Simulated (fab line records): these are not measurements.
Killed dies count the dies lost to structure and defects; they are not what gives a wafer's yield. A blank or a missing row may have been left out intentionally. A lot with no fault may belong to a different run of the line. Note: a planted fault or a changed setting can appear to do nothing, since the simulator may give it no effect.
Which of the tools did it?	flow n5_finfet	18 wafers from 6 lots sampled at 2 of the route's 1938 steps

== WHAT EACH GAUGE READ, for each wafer ==
N5_PASSIVATION_OVL_MEAS_60.
lot	measured	on	TV_OVL (nm)
L833	day 14 05:25	overlay-02	-4 -10 -3
L835	day 15 00:22	overlay-01	-1 -10 0
L840	day 15 19:49	overlay-02	10 4 0
L845	day 16 15:50	overlay-01	7 3 1
L848	day 17 19:25	overlay-01	7 7 9
L854	day 19 03:06	overlay-02	-16 -13 -11

== WHAT TOOL EACH LOT RAN ON (gives the tool, then ch and the chambers of the sampled wafers, and finally the start) ==
lot	N5_BEOL_M10_SPUTTER_48
L833	pvd_sputter-02, day 12 04:55
L835	pvd_sputter-01, day 13 03:41
L840	pvd_sputter-02, day 14 04:20
L845	pvd_sputter-01, day 15 00:19
L848	pvd_sputter-01, day 16 00:05
L854	pvd_sputter-03, day 17 13:05
- N5_BEOL_M10_SPUTTER_48: material Cu, target thk 12 nm, time 2 s.

== THE ANSWER, worked out from the rows above alone ==
Rule: usual is defined by the lots themselves. Put in order of their means at a reading, lots are off if they are a third of the lots or fewer, leave a main group of 4 or more, and stand apart from it by a gap of 3 or more times the standard deviation of the main group's means; of several such gaps the widest counts. A main group is skipped when, at the precision printed for the reading in the tables above, its means are all equal. Also off: a lot with no number at a reading for which 4 or more lots have one. All remaining lots with rows at the step are treated as sound.
Nothing can be told from this: no lot is off at any reading shown.

== WHAT THE SIMULATOR PUT IN ==
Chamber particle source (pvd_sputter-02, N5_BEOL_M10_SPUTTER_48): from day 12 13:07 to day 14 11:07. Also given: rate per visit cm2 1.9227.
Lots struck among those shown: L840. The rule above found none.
